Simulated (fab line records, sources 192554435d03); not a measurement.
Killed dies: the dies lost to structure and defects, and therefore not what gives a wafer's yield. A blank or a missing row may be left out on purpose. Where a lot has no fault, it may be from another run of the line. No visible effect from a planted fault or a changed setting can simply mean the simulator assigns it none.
What tool caused it? :: flow n5 finfet :: Sampling: 11 lots, 30 wafers, 3 of 1938 route steps

== WHAT EACH GAUGE READ, for each wafer ==
N5_BEOL_M8_THK_MEAS_01.
lot: L469
measured: day 9 21:50
on: film metro-02
M8_ILD_THK (nm): 157.9 158.1 156.6

lot: L472
measured: day 10 03:08
on: film metro-01
M8_ILD_THK (nm): 154.6 155.3 155.3

lot: L473
measured: day 10 22:59
on: film metro-01
M8_ILD_THK (nm): 154.7 158.6

lot: L479
measured: day 12 15:46
on: film metro-02
M8_ILD_THK (nm): 233.4 157.5 239.1

lot: L480
measured: day 12 22:23
on: film metro-01
M8_ILD_THK (nm): 154.4 232.0 156.2

lot: L481
measured: day 13 07:05
on: film metro-01
M8_ILD_THK (nm): 154.9 158.4 153.7

lot: L483
measured: day 13 21:42
on: film metro-02
M8_ILD_THK (nm): 156.7 152.6

lot: L484
measured: day 14 02:52
on: film metro-02
M8_ILD_THK (nm): 154.9 157.0 154.6

lot: L487
measured: day 14 12:13
on: film metro-01
M8_ILD_THK (nm): 153.7 157.1

lot: L486
measured: day 14 10:58
on: film metro-02
M8_ILD_THK (nm): 151.4 156.8 155.7

lot: L488
measured: day 14 19:09
on: film metro-01
M8_ILD_THK (nm): 152.9 154.2 155.4

== TOOL THAT RAN EACH LOT (tool first, then ch and the chambers of the sampled wafers, then the start) ==
lot: L469
N5_BEOL_M7_DEGAS_44: pvd sputter-02, day 9 19:21
N5_BEOL_M8_ILD_DEP_00: pecvd-01 ch 0,1, day 9 21:14

lot: L472
N5_BEOL_M7_DEGAS_44: pvd sputter-02, day 10 00:32
N5_BEOL_M8_ILD_DEP_00: pecvd-01 ch 0,1, day 10 02:32

lot: L473
N5_BEOL_M7_DEGAS_44: pvd sputter-01, day 10 20:42
N5_BEOL_M8_ILD_DEP_00: pecvd-02 ch 2, day 10 22:25

lot: L479
N5_BEOL_M7_DEGAS_44: pvd sputter-01, day 12 12:56
N5_BEOL_M8_ILD_DEP_00: pecvd-02 ch 0,1, day 12 15:10

lot: L480
N5_BEOL_M7_DEGAS_44: pvd sputter-01, day 12 19:47
N5_BEOL_M8_ILD_DEP_00: pecvd-02 ch 0,1,2, day 12 21:49

lot: L481
N5_BEOL_M7_DEGAS_44: pvd sputter-01, day 13 04:17
N5_BEOL_M8_ILD_DEP_00: pecvd-01 ch 1,2, day 13 06:30

lot: L483
N5_BEOL_M7_DEGAS_44: pvd sputter-01, day 13 19:19
N5_BEOL_M8_ILD_DEP_00: pecvd-01 ch 1,2, day 13 21:08

lot: L484
N5_BEOL_M7_DEGAS_44: pvd sputter-01, day 13 23:49
N5_BEOL_M8_ILD_DEP_00: pecvd-01 ch 0,2, day 14 01:27

lot: L487
N5_BEOL_M7_DEGAS_44: pvd sputter-03, day 14 09:38
N5_BEOL_M8_ILD_DEP_00: pecvd-01 ch 0, day 14 11:38

lot: L486
N5_BEOL_M7_DEGAS_44: pvd sputter-02, day 14 08:28
N5_BEOL_M8_ILD_DEP_00: pecvd-04 ch 1,2, day 14 10:23

lot: L488
N5_BEOL_M7_DEGAS_44: pvd sputter-03, day 14 16:50
N5_BEOL_M8_ILD_DEP_00: pecvd-04 ch 1,2, day 14 18:31
- N5_BEOL_M7_DEGAS_44: time 60 s.
- N5_BEOL_M8_ILD_DEP_00: deposits SiCOH lowk from DEMS/porogen, target thk 179.75 nm, time 33.4 s.

== THE ANSWER, worked out from the rows above alone ==
Rule: usual is defined by the lots themselves. Put in order of their means at a reading, lots are off if they are a third of the lots or fewer, leave a main group of 4 or more, and stand apart from it by a gap of 3 or more times the standard deviation of the main group's means; of several such gaps the widest counts. Not used: any main group whose means are identical at the precision the tables above print for the reading. Also off: a lot with no number at a reading for which 4 or more lots have one. Any other lot the step has rows for is counted as sound.
Off: at N5_BEOL_M8_THK_MEAS_01 (M8_ILD_THK), L479, L480. Main group: mean 155.5 nm, sd 1.
If a tool, at a process step before that reading, ran all the lots that are off and no sound lot after the first of them, it fits. The gauges at N5_BEOL_M8_THK_MEAS_01 are tried like those tools. One fits: pecvd-02 at N5_BEOL_M8_ILD_DEP_00. A fault onset in the window from L473 (day 10 22:25, its last sound lot) to L479 (day 12 15:10, its first lot off) fits.

== WHAT THE SIMULATOR HAD PUT IN ==
pecvd-02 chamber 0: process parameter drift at N5_BEOL_M8_ILD_DEP_00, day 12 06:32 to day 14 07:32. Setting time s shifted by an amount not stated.
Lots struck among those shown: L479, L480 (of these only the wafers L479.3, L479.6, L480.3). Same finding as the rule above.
